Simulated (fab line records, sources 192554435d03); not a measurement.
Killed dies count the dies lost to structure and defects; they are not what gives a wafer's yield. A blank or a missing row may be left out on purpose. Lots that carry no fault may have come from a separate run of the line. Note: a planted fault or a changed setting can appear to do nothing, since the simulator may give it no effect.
fab line records	flow n5-finfet	part 1 of 2: steps 1 to 18 of 26
[record] lots = 5	wafers = 15	last-day = 18
route steps=1938 shown BEOL_M1@773
lots untouched by any fault: they come from a run of this same line in which no faults occurred
start-h: hours from the record's first day to the start of the lot's first wafer shown	wait-h: hours since the lot's step before	" identical to the entry in the row above	L1.1+2: a row that stands for several wafers	- value missing, or start not given	* or withheld: withheld	< > ~ a bound
route shown NAME@n: names a module that has steps shown in the file, with the first one's number in the route	usual: average and standard deviation across the fault-free wafers	same: alike in all rows	chamber/n: place in a boat	sites: readings site by site	_std_site: how widely they spread, as a standard deviation	_edge_site: inner sites' mean taken away from outer sites' mean	radius-mm: how far each site lies from the wafer's centre	mask NAME#n: copy n	behind: tool/chamber where the wafer was last shaped	hold: reason for holding the lot/hours on hold/outcome of the hold	device: names the non-switching transistor (n, p or np)	end of line: the tests these same wafers got at the end of their route	a step with no rows: only its recipe	killed: the dies lost at the first sort to structure and to defects; this is not the yield of the wafer	map: a wafer's dies, marking killed ones x, the rest . and places with no die _
set.NAME: the setting the step ran with; set.NAME@STEP: the setting that earlier step ran with	model.NAME: the simulator's own value behind a step, which no gauge read
a table for each step, a row for each wafer; lots at some steps of the route
services: when a tool's chamber went out of use (start-h, in hours from the record's first day, below 0 if earlier), for how many hours, and the reason
[[steps]]
[step N5_BEOL_M1_STRIP_66]
[recipe] chemistry = CF4	resist = SiARC	power-w = 300	bias-power-w = 75	pressure-mtorr = 50	cf4-flow-sccm = 150	rf-frequency-hz = 6e+07
[usual] drypump-motor-current-A = 5.7/0.51	oes-product-au = 0.79/0.065	rf-vpp-V = 271.1/1.4	showerhead-plenum-p-Torr = 1.79/0.052	throttle-valve-pct = 13.45/0.15
lot.wafer	tool	chamber	start-h	wait-h	drypump-motor-current-A	oes-product-au	rf-hours-counter-h	rf-vpp-V	showerhead-plenum-p-Torr	throttle-valve-pct
L074.2	rie-diel-06	1	121.29	0.0	5.2	0.82	73	270.0	1.75	13.43
L074.3	"	0	"	"	6.2	0.71	208	270.0	1.77	13.46
L074.5	"	3	"	"	5.8	0.82	-	269.8	1.74	13.62
L081.2	rie-diel-02	3	166.81	0.0	4.8	0.82	60	269.0	1.75	13.29
L081.3	"	0	"	"	5.8	0.81	90	271.5	1.81	13.19
L081.6	"	3	"	"	4.7	0.82	-	270.5	1.75	13.29
L082.2	rie-diel-06	3	172.94	0.0	5.8	0.80	101	270.4	1.73	13.60
L082.3	"	2	"	"	6.6	0.70	232	271.7	1.77	13.86
L082.4	"	1	"	"	5.2	0.81	86	268.9	1.74	13.47
L087.1	rie-diel-05	0	206.64	0.0	5.0	0.75	167	271.9	1.86	13.52
L087.2	"	3	"	"	5.8	0.75	153	272.3	1.86	13.37
L087.3	"	1	"	"	6.0	0.73	163	273.0	1.79	13.42
L096.1	rie-diel-06	1	256.22	0.0	5.2	0.78	115	269.6	1.73	13.53
L096.3	"	0	"	"	6.2	0.68	249	270.6	1.76	13.57
L096.5	"	3	"	"	5.8	0.77	-	269.9	1.73	13.68
[step N5_BEOL_M1_HM_OPEN_17]
[recipe] chemistry = Cl2/BCl3	target-depth-a = 200	overetch-a = 60	target = TiN	mask-material = SOC	ion-energy-ev = 150	pressure-mtorr = 10	icp-w = 1000	bias-w = 126	Cl2_flow_sccm = 53.25	bcl3-flow-sccm = 21.75	Ar_flow_sccm = 25
[usual] bias-w = 126.0/0.37	drypump-motor-current-A = 5.7/0.39	mfc-ar-sccm = 24.99/0.07	oes-product-au = 0.68/0.085	throttle-valve-pct = 22.11/0.14
lot.wafer	tool	chamber	start-h	wait-h	bias-w	drypump-motor-current-A	mfc-ar-sccm	oes-product-au	rf-hours-counter-h	throttle-valve-pct
L074.2	rie-metal-02	0	121.34	0.0	126.3	6.0	25.01	0.77	11	21.97
L074.3	"	0	"	"	126.3	6.0	25.04	0.77	-	21.97
L074.5	"	1	"	"	125.9	5.5	24.95	0.59	-	22.06
L081.2	rie-metal-03	1	166.85	0.0	126.6	5.8	24.97	0.67	44	22.02
L081.3	"	1	"	"	125.9	5.8	24.89	0.67	-	22.04
L081.6	"	1	"	"	126.1	5.8	25.01	0.67	-	22.04
L082.2	rie-metal-01	0	172.98	0.0	126.0	5.5	24.91	0.79	4	22.09
L082.3	"	1	"	"	125.5	6.2	25.12	0.52	-	22.25
L082.4	"	0	"	"	126.0	5.5	24.96	0.79	-	22.11
L087.1	rie-metal-01	0	206.68	0.0	126.4	5.6	24.95	0.76	7	22.11
L087.2	"	0	"	"	126.6	5.6	24.89	0.77	-	22.11
L087.3	"	0	"	"	126.1	5.6	25.01	0.77	-	22.12
L096.1	rie-metal-01	0	256.26	0.0	126.2	5.6	25.01	0.73	13	22.15
L096.3	"	0	"	"	125.9	5.6	24.97	0.73	-	22.10
L096.5	"	0	"	"	126.6	5.6	25.12	0.73	-	22.12
[step N5_BEOL_M1_STRIP_19]
[recipe] chemistry = O2	power-w = 400	temp-c = 40	pressure-mtorr = 30	rf-frequency-hz = 6e+07	bias-power-w = 0	overash-fraction = 0.2	o2-flow-sccm = 225
[usual] drypump-motor-current-A = 5.8/0.51	oes-product-au = 0.80/0.071	rf-vpp-V = 3.6/0.48	showerhead-plenum-p-Torr = 2.10/0.068	throttle-valve-pct = 16.60/0.18
lot.wafer	tool	chamber	start-h	wait-h	drypump-motor-current-A	oes-product-au	rf-hours-counter-h	rf-vpp-V	showerhead-plenum-p-Torr	throttle-valve-pct
L074.2	rie-diel-02	3	121.45	0.1	4.7	0.84	49	3.9	2.04	16.31
L074.3	"	0	"	"	5.8	0.82	81	3.7	2.13	16.29
L074.5	"	1	"	"	6.4	0.93	-	3.0	2.25	16.51
L081.2	rie-diel-06	2	167.04	0.2	6.6	0.70	231	3.6	2.07	16.95
L081.3	"	3	"	"	5.8	0.80	100	3.9	2.04	16.81
L081.6	"	3	"	"	5.8	0.81	-	3.2	2.04	16.82
L082.2	rie-diel-06	1	173.13	0.1	5.2	0.81	86	3.6	2.04	16.62
L082.3	"	3	"	"	5.8	0.80	101	3.8	2.04	16.82
L082.4	"	0	"	"	6.2	0.70	222	3.6	2.07	16.55
L087.1	rie-diel-06	0	206.88	0.2	6.2	0.69	231	3.9	2.07	16.57
L087.2	"	1	"	"	5.3	0.81	97	3.7	2.04	16.64
L087.3	"	3	"	"	5.8	0.79	109	3.9	2.03	16.82
L096.1	rie-diel-06	0	256.37	0.1	6.2	0.69	249	3.4	2.06	16.60
L096.3	"	1	"	"	5.3	0.78	115	3.7	2.03	16.67
L096.5	"	0	"	"	6.2	0.68	-	3.1	2.06	16.60
[step N5_BEOL_M1_CD_MEAS_18]
[recipe] pitch-nm = 36	target-cd-nm = 18
[usual] cd-nm = 18.0/0.3
lot.wafer	tool	chamber	start-h	wait-h	cd-nm
L074.2	cd-sem-03	-	121.52	0.1	18.3
L074.3	"	-	"	"	18.2
L074.5	"	-	"	"	18.4
L081.2	cd-sem-02	-	167.11	0.1	18.5
L081.3	"	-	"	"	18.0
L081.6	"	-	"	"	17.8
L082.2	cd-sem-02	-	173.20	0.1	17.7
L082.3	"	-	"	"	18.0
L082.4	"	-	"	"	18.3
L087.1	cd-sem-01	-	206.95	0.0	18.1
L087.2	"	-	"	"	17.6
L087.3	"	-	"	"	18.4
L096.1	cd-sem-01	-	256.44	0.0	17.7
L096.3	"	-	"	"	17.8
L096.5	"	-	"	"	17.7
[step N5_BEOL_M1_COAT_67]
[recipe] resist = SOC	temp-c = 250	time-s = 60	spin-rpm = 1500	resist-thk-nm = 60
[usual] exhaust-pa = 45.0/0.83
lot.wafer	tool	chamber	start-h	wait-h	exhaust-pa
L074.2	litho-track-02	0	121.55	0.0	44.8
L074.3	"	0	"	"	44.7
L074.5	"	0	"	"	46.2
L081.2	litho-track-02	0	167.14	0.0	45.0
L081.3	"	0	"	"	45.1
L081.6	"	0	"	"	44.6
L082.2	litho-track-01	0	173.23	0.0	44.6
L082.3	"	0	"	"	44.8
L082.4	"	0	"	"	46.3
L087.1	litho-track-03	0	206.99	0.0	45.0
L087.2	"	0	"	"	45.2
L087.3	"	0	"	"	44.8
L096.1	litho-track-02	0	256.48	0.0	45.8
L096.3	"	0	"	"	45.1
L096.5	"	0	"	"	45.2
[step N5_BEOL_M1_COAT_68]
[recipe] resist = SiARC	temp-c = 220	time-s = 60	spin-rpm = 1500	resist-thk-nm = 12
[usual] exhaust-pa = 45.0/1
lot.wafer	tool	chamber	start-h	wait-h	exhaust-pa
L074.2	litho-track-02	0	-	-	47.4
L074.3	"	0	"	"	46.5
L074.5	"	0	"	"	45.9
L081.2	litho-track-02	0	-	-	43.5
L081.3	"	0	"	"	43.3
L081.6	"	0	"	"	44.0
L082.2	litho-track-01	0	-	-	44.5
L082.3	"	0	"	"	45.1
L082.4	"	0	"	"	44.8
L087.1	litho-track-03	0	-	-	44.0
L087.2	"	0	"	"	43.5
L087.3	"	0	"	"	43.1
L096.1	litho-track-02	0	-	-	43.6
L096.3	"	0	"	"	43.9
L096.5	"	0	"	"	44.7
[step N5_BEOL_M1_COAT_76]
[recipe] resist = underlayer	temp-c = 205	time-s = 60	spin-rpm = 1500	resist-thk-nm = 5
[usual] exhaust-pa = 45.1/0.8
lot.wafer	tool	chamber	start-h	wait-h	exhaust-pa
L074.2	litho-track-02	0	-	-	44.4
L074.3	"	0	"	"	44.9
L074.5	"	0	"	"	44.7
L081.2	litho-track-02	0	-	-	44.0
L081.3	"	0	"	"	44.7
L081.6	"	0	"	"	46.7
L082.2	litho-track-01	0	-	-	46.6
L082.3	"	0	"	"	45.2
L082.4	"	0	"	"	47.0
L087.1	litho-track-03	0	-	-	44.5
L087.2	"	0	"	"	45.5
L087.3	"	0	"	"	45.8
L096.1	litho-track-02	0	-	-	44.1
L096.3	"	0	"	"	45.7
L096.5	"	0	"	"	45.0
[step N5_BEOL_M1_COAT_22]
[recipe] resist = CAR-EUV	spin-rpm = 1500	resist-thk-nm = 30
[usual] exhaust-pa = 45.0/0.96
lot.wafer	tool	chamber	start-h	wait-h	exhaust-pa
L074.2	litho-track-02	0	-	-	43.9
L074.3	"	0	"	"	44.5
L074.5	"	0	"	"	44.0
L081.2	litho-track-02	0	-	-	43.8
L081.3	"	0	"	"	44.7
L081.6	"	0	"	"	42.9
L082.2	litho-track-01	0	-	-	45.7
L082.3	"	0	"	"	44.6
L082.4	"	0	"	"	44.9
L087.1	litho-track-03	0	-	-	46.5
L087.2	"	0	"	"	45.7
L087.3	"	0	"	"	45.1
L096.1	litho-track-02	0	-	-	45.6
L096.3	"	0	"	"	46.2
L096.5	"	0	"	"	45.7
[step N5_BEOL_M1_EBR_24]
[recipe] solvent = PGMEA	ebr-width-mm = 1.5
[usual] exhaust-pa = 44.8/0.88
lot.wafer	tool	chamber	start-h	wait-h	exhaust-pa
L074.2	litho-track-02	0	-	-	44.7
L074.3	"	0	"	"	45.1
L074.5	"	0	"	"	46.1
L081.2	litho-track-02	0	-	-	43.7
L081.3	"	0	"	"	44.4
L081.6	"	0	"	"	43.7
L082.2	litho-track-01	0	-	-	44.1
L082.3	"	0	"	"	45.3
L082.4	"	0	"	"	45.3
L087.1	litho-track-03	0	-	-	43.2
L087.2	"	0	"	"	43.9
L087.3	"	0	"	"	43.8
L096.1	litho-track-02	0	-	-	45.9
L096.3	"	0	"	"	45.5
L096.5	"	0	"	"	45.3
[step N5_BEOL_M1_SOFTBAKE_23]
[recipe] temp-c = 110	time-s = 60	resist = CAR-EUV
[usual] exhaust-pa = 45.0/0.9
lot.wafer	tool	chamber	start-h	wait-h	exhaust-pa
L074.2	litho-track-02	0	-	-	45.6
L074.3	"	0	"	"	45.3
L074.5	"	0	"	"	45.8
L081.2	litho-track-02	0	-	-	44.9
L081.3	"	0	"	"	46.1
L081.6	"	0	"	"	44.5
L082.2	litho-track-01	0	-	-	45.1
L082.3	"	0	"	"	44.6
L082.4	"	0	"	"	44.5
L087.1	litho-track-03	0	-	-	45.2
L087.2	"	0	"	"	45.9
L087.3	"	0	"	"	46.6
L096.1	litho-track-02	0	-	-	47.3
L096.3	"	0	"	"	46.1
L096.5	"	0	"	"	45.5
[step N5_BEOL_M1_EXPOSE_25]
[recipe] mask-id = V0	na = 0.33	source-shape = quasar	sigma-inner = 0.2	sigma-outer = 0.8	polarization = unpolarized	defocus-nm = 5	target-cd-nm = 24	dose-mj = 63
[usual] reticle-temp-C = 23.01/0.1
lot.wafer	tool	chamber	start-h	wait-h	mask	reticle-temp-C
L074.2	euv-scanner-01	0	121.82	-	V0#0	23.00
L074.3	"	0	"	"	V0#0	23.00
L074.5	"	0	"	"	V0#0	23.06
L081.2	euv-scanner-02	0	167.41	-	V0#0	23.12
L081.3	"	0	"	"	V0#0	23.14
L081.6	"	0	"	"	V0#0	23.13
L082.2	euv-scanner-02	0	173.51	-	V0#0	22.99
L082.3	"	0	"	"	V0#0	22.95
L082.4	"	0	"	"	V0#0	22.82
L087.1	euv-scanner-02	0	207.12	-	V0#0	23.05
L087.2	"	0	"	"	V0#0	22.95
L087.3	"	0	"	"	V0#0	22.93
L096.1	euv-scanner-01	0	256.74	-	V0#0	23.21
L096.3	"	0	"	"	V0#0	23.12
L096.5	"	0	"	"	V0#0	23.27
[step N5_BEOL_M1_PEB_26]
[recipe] peb-temp-c = 100	peb-time-s = 60	resist = CAR-EUV
[usual] exhaust-pa = 45.1/1
lot.wafer	tool	chamber	start-h	wait-h	exhaust-pa
L074.2	litho-track-03	0	121.89	0.1	44.8
L074.3	"	0	"	"	45.7
L074.5	"	0	"	"	45.1
L081.2	litho-track-03	0	167.48	0.1	43.0
L081.3	"	0	"	"	43.0
L081.6	"	0	"	"	44.3
L082.2	litho-track-01	0	173.58	0.1	44.5
L082.3	"	0	"	"	44.4
L082.4	"	0	"	"	43.6
L087.1	litho-track-02	0	207.20	0.1	43.9
L087.2	"	0	"	"	44.9
L087.3	"	0	"	"	44.4
L096.1	litho-track-01	0	256.82	0.1	46.2
L096.3	"	0	"	"	45.7
L096.5	"	0	"	"	45.7
[step N5_BEOL_M1_DEVELOP_27]
[recipe] develop-time-s = 30	developer = TMAH	resist = CAR-EUV	rinse-liquid = surfactant-rinse	dry = air-spin	dev-temp-c = 23
[usual] exhaust-pa = 45.2/0.98
[same] develop-time-s = 30
lot.wafer	tool	chamber	start-h	wait-h	exhaust-pa
L074.2	litho-track-03	0	-	-	45.7
L074.3	"	0	"	"	45.7
L074.5	"	0	"	"	45.8
L081.2	litho-track-03	0	-	-	44.9
L081.3	"	0	"	"	46.0
L081.6	"	0	"	"	46.2
L082.2	litho-track-01	0	-	-	45.5
L082.3	"	0	"	"	45.3
L082.4	"	0	"	"	46.4
L087.1	litho-track-02	0	-	-	45.0
L087.2	"	0	"	"	45.0
L087.3	"	0	"	"	44.6
L096.1	litho-track-01	0	-	-	45.7
L096.3	"	0	"	"	45.7
L096.5	"	0	"	"	46.1
[step N5_BEOL_M1_CD_MEAS_28]
[recipe] landing-energy-ev = 500	detector = se-inlens	target-cd-y-nm = 23.3
[usual] cd-nm = 23.99/0.21
lot.wafer	tool	chamber	start-h	wait-h	cd-nm
L074.2	cd-sem-03	0	121.96	-	24.10
L074.3	"	0	"	"	23.63
L074.5	"	0	"	"	23.94
L081.2	cd-sem-01	0	167.55	-	24.04
L081.3	"	0	"	"	24.03
L081.6	"	0	"	"	23.59
L082.2	cd-sem-01	0	173.64	-	24.35
L082.3	"	0	"	"	24.10
L082.4	"	0	"	"	23.56
L087.1	cd-sem-02	0	207.27	-	23.73
L087.2	"	0	"	"	23.87
L087.3	"	0	"	"	23.58
L096.1	cd-sem-02	0	256.89	-	23.83
L096.3	"	0	"	"	23.94
L096.5	"	0	"	"	23.66
[step N5_BEOL_M1_OVL_MEAS_29]
[recipe] points-per-wafer = 522
[usual] V0_OVL = -0.5/0.6
lot.wafer	tool	chamber	start-h	wait-h	V0_OVL[nm]
L074.2	overlay-02	0	122.00	0.0	-0.8
L074.3	"	0	"	"	-0.5
L074.5	"	0	"	"	-0.1
L081.2	overlay-01	0	167.59	0.0	-0.5
L081.3	"	0	"	"	0.2
L081.6	"	0	"	"	-0.5
L082.2	overlay-01	0	173.68	0.0	-0.8
L082.3	"	0	"	"	0.1
L082.4	"	0	"	"	-0.1
L087.1	overlay-02	0	207.30	0.0	-1.4
L087.2	"	0	"	"	-0.2
L087.3	"	0	"	"	-0.6
L096.1	overlay-01	0	256.92	0.0	-1.8
L096.3	"	0	"	"	-1.9
L096.5	"	0	"	"	-1.3
[step N5_BEOL_M1_INSPECT_30]
[recipe] mode = adi	inspect-instrument = brightfield
[usual] raw-defect-count = 376/74
lot.wafer	tool	chamber	start-h	wait-h	raw-defect-count
L074.2	defect-inspect-01	-	122.05	0.0	342
L074.3	"	-	"	"	563
L074.5	"	-	"	"	366
L081.2	defect-inspect-02	-	167.64	0.0	266
L081.3	"	-	"	"	274
L081.6	"	-	"	"	625
L082.2	defect-inspect-01	-	173.73	0.0	383
L082.3	"	-	"	"	350
L082.4	"	-	"	"	328
L087.1	defect-inspect-01	-	207.36	0.1	259
L087.2	"	-	"	"	281
L087.3	"	-	"	"	280
L096.1	defect-inspect-01	-	256.97	0.1	298
L096.3	"	-	"	"	379
L096.5	"	-	"	"	362
[step N5_BEOL_M1_DESCUM_33]
[recipe] chemistry = O2	time-s = 7	source-power-w = 50	bias-power-w = 20	pressure-mtorr = 20	rf-frequency-hz = 2.712e+07	temp-c = 40	resist = CAR-EUV	o2-flow-sccm = 225
[usual] drypump-motor-current-A = 5.7/0.53	oes-product-au = 0.80/0.064	rf-vpp-V = 243.2/1.4	showerhead-plenum-p-Torr = 2.10/0.07	throttle-valve-pct = 20.31/0.18
lot.wafer	tool	chamber	start-h	wait-h	drypump-motor-current-A	oes-product-au	rf-hours-counter-h	rf-vpp-V	showerhead-plenum-p-Torr	throttle-valve-pct
L074.2	rie-diel-06	0	122.08	0.0	6.2	0.71	208	243.0	2.07	20.22
L074.3	"	2	"	"	6.6	0.71	224	241.7	2.07	20.66
L074.5	"	3	"	"	5.8	0.81	-	240.5	2.04	20.59
L081.2	rie-diel-02	1	167.67	0.0	6.4	0.91	24	244.8	2.24	20.37
L081.3	"	3	"	"	4.7	0.84	60	241.7	2.03	20.05
L081.6	"	3	"	"	4.7	0.85	-	243.0	2.03	20.07
L082.2	rie-diel-02	2	173.77	0.0	6.1	0.83	59	242.6	2.13	20.47
L082.3	"	1	"	"	6.4	0.89	25	245.1	2.24	20.37
L082.4	"	0	"	"	5.8	0.81	-	243.1	2.12	20.08
L087.1	rie-diel-06	3	207.39	0.0	5.8	0.78	109	242.3	2.03	20.61
L087.2	"	0	"	"	6.2	0.69	231	244.0	2.07	20.25
L087.3	"	2	"	"	6.6	0.69	242	242.9	2.06	20.68
L096.1	rie-diel-02	0	257.01	0.0	5.8	0.80	115	244.3	2.11	20.12
L096.3	"	3	"	"	4.7	0.81	85	243.0	2.02	20.10
L096.5	"	3	"	"	4.7	0.80	-	241.8	2.02	20.08
[step N5_BEOL_M1_ETCH_77]
[recipe] chemistry = N2/H2	target = underlayer	target-depth-a = 65	mask-material = CAR-EUV	time-s = 5.2	ion-energy-ev = 200	pressure-mtorr = 30	source-w = 840	bias-w = 150	n2-flow-sccm = 200	h2-flow-sccm = 200	ends = cleared
[usual] bias-w = 150.0/0.48	drypump-motor-current-A = 5.8/0.53	etch-rf-on-time-s = 5.18/0.085	oes-product-au = 0.68/0.051	rf-vpp-V = 524.0/2.6	showerhead-plenum-p-Torr = 2.55/0.081	throttle-valve-pct = 17.70/0.19
lot.wafer	tool	chamber	start-h	wait-h	bias-w	drypump-motor-current-A	etch-rf-on-time-s	oes-product-au	rf-hours-counter-h	rf-vpp-V	showerhead-plenum-p-Torr	throttle-valve-pct
L074.2	rie-diel-06	0	122.12	0.0	149.6	6.3	5.21	0.61	208	523.5	2.53	17.80
L074.3	"	2	"	"	149.8	6.6	5.19	0.61	224	521.3	2.50	18.02
L074.5	"	3	"	"	149.5	5.8	5.23	0.70	-	522.5	2.46	17.94
L081.2	rie-diel-02	1	167.71	0.0	149.6	6.4	5.10	0.76	24	529.4	2.71	17.77
L081.3	"	3	"	"	149.2	4.7	5.07	0.72	60	520.3	2.48	17.55
L081.6	"	3	"	"	150.0	4.7	5.07	0.72	-	522.1	2.48	17.55
L082.2	rie-diel-02	2	173.80	0.0	149.6	6.1	5.11	0.72	59	525.7	2.58	17.86
L082.3	"	1	"	"	150.7	6.4	5.19	0.74	25	526.6	2.70	17.78
L082.4	"	0	"	"	149.7	5.7	5.23	0.70	-	522.4	2.56	17.37
L087.1	rie-diel-06	3	207.43	0.0	150.3	5.9	5.23	0.68	109	521.0	2.46	17.96
L087.2	"	0	"	"	149.5	6.2	5.17	0.60	231	522.8	2.52	17.84
L087.3	"	2	"	"	150.4	6.6	5.21	0.60	242	523.1	2.50	18.10
L096.1	rie-diel-02	0	257.04	0.0	149.1	5.7	5.22	0.68	115	527.2	2.55	17.43
L096.3	"	3	"	"	149.3	4.7	5.12	0.68	85	521.2	2.47	17.59
L096.5	"	3	"	"	149.7	4.7	5.11	0.68	-	521.2	2.47	17.58
